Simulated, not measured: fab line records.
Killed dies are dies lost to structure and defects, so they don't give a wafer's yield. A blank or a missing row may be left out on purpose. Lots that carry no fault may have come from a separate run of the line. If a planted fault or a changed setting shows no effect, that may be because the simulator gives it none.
Struck lot and sound lot, side by side | flow n5Finfet | 22 out of 1938 route steps
Sound: these wafers, L725.1, L725.2, L725.6. Wafers L733.2, L733.5, L733.6 were the ones struck. The cause is given at the end.
Each step with rows lists, per side, the tool, then ch with its chambers, then its first start. Under that, the readings that differ: sound wafers | struck wafers | difference of the means | sigmas: that difference in standard deviations of wafers without a fault.
alike: words and numbers the same on both sides, and readings whose means are apart by under 2 such deviations; not compared: readings that were withheld, readings missing a value for some wafer, numbers with overlapping values and no deviation given by the record, and bounds like >300 which may hide the same value.
A row with sigmas, a row that says differs or no value, or rows on one side alone: a step with any of these is where the two part. Numbers that have no deviation but don't overlap get no sigmas and don't part them. Lack of a reading on every wafer of one side parts them only where that side has two or more wafers.

first, 11 steps without rows for these wafers: N5_FIN_SAQP_STRIP_74 (strips in CHF3/O2); N5_FIN_SAQP_MANDREL_ETCH_22 (etches a-Si in HBr/Cl2, stops on SiNx, target depth 60 nm, bt time 10 s, time 30 s); N5_FIN_SAQP_STRIP_55 (strips in N2/H2); N5_FIN_SAQP_STRIP_23 (strips in SPM, time 750 s); N5_FIN_SAQP_SRD_66 (time 30 s); N5_FIN_SAQP_RECESS_75 (chemistry HF/NH3, target SiO2, target depth 14.4 nm, afs cycles 3, sublimation time 60 s); N5_FIN_SAQP_SPACER1_ALD_24 (deposits SiO2, target thk 20.3 nm, pulse time 1 s, purge time 2 s); N5_FIN_SAQP_SPACER1_ETCHBACK_25 (etches SiO2 in CHF3/O2, target depth 24.4 nm, time 12.2 s); N5_FIN_SAQP_MANDREL1_REMOVE_56 (chemistry HBr/Cl2/O2, target a-Si, stops on SiNx, bt time 10 s); N5_FIN_SAQP_ETCH_57 (etches SiNx in CH3F/O2, target depth 32.5 nm, time 46.4 s); N5_FIN_SAQP_ETCH_65 (etches SiO2 in CF4, target depth 4 nm, time 4.4 s).
N5_FIN_SAQP_MANDREL_ETCH_58: etches a-Si in HBr/Cl2, stops on SiNx, target depth 45 nm, bt time 10 s, time 27 s.
  sound on rieSi-02 ch 1,3, day 3 13:06; struck on rieSi-02 ch 1,2, day 5 12:41
  no value came back on the struck wafers for any of 5 readings (HBr_flow_sccm (sccm), biasW (W) and others); on the sound wafers HBr_flow_sccm (sccm) reads 150.5 150.0 150.5
  not compared: rfHoursCounterH
then, 2 steps without rows for these wafers: N5_FIN_SAQP_RECESS_63 (chemistry HF/NH3, target SiO2, target depth 18 nm, afs cycles 3, sublimation time 60 s); N5_FIN_SAQP_COAT_68 (time 60 s, resist thk 100 nm).
N5_FIN_SAQP_ETCH_69: etches SOC in N2/H2, stops on SiNx, target depth 150 nm.
  sound on rieDiel-05 ch 1,2, day 3 13:37; struck on rieDiel-06 ch 0,1, day 5 13:27
reading             | sound          | struck         | difference | sigmas
oesProductAu (a.u.) | 0.96 0.73 0.73 | 0.25 0.26 0.28 | -0.54      | -6
  alike: biasW, chamberPressureMTorr, drypumpMotorCurrentA, rfVppV, showerheadPlenumPTorr, throttleValvePct
  not compared: rfHoursCounterH
then, 3 steps without rows for these wafers: N5_FIN_SAQP_STRIP_70 (strips in N2/H2); N5_FIN_SAQP_RECESS_71 (chemistry HF/NH3, target SiO2, target depth 3 nm, afs cycles 1, sublimation time 60 s); N5_FIN_SAQP_SPACER2_ALD_28 (deposits SiO2, target thk 8.1 nm, pulse time 1 s, purge time 2 s).
N5_FIN_SAQP_SPACER2_ETCHBACK_29: etches SiO2 in CHF3/O2, target depth 12.2 nm, time 6.1 s.
  sound on rieDiel-05 ch 1,3, day 3 14:16; struck on rieDiel-02 ch 0,1,2, day 5 14:07
reading             | sound          | struck         | difference | sigmas
oesProductAu (a.u.) | 0.95 0.98 0.94 | 0.35 0.35 0.30 | -0.62      | -6
  alike: drypumpMotorCurrentA, rfVppV, showerheadPlenumPTorr, throttleValvePct
  not compared: rfHoursCounterH
then, 1 step without rows for these wafers: N5_FIN_SAQP_MANDREL2_REMOVE_60 (chemistry HBr/Cl2/O2, target a-Si, stops on SiNx, bt time 10 s).
N5_BEOL_M4_RC_MEAS_101:
  the record has rows for the sound wafers here (prober-02 ch 0, day 9 07:58) and none for the struck ones
-- here the record skips 11 days between the struck wafers' starts before and after, leaving off in module BEOL_M4 and picking up in module PASSIVATION (first step shown: number 1936 of the route) --
N5_PASSIVATION_PROBE_49:
  rows exist in the record for the struck wafers here (prober-01, day 16 16:43), but not for the sound ones

WHERE THEY PART
Earliest at N5_FIN_SAQP_MANDREL_ETCH_58; latest, in this record, at N5_PASSIVATION_PROBE_49.

WHY: whatever the simulator had introduced
Beginning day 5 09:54, the whole step at N5_FIN_SAQP_MANDREL_ETCH_58 was skipped on rieSi-02. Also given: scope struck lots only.
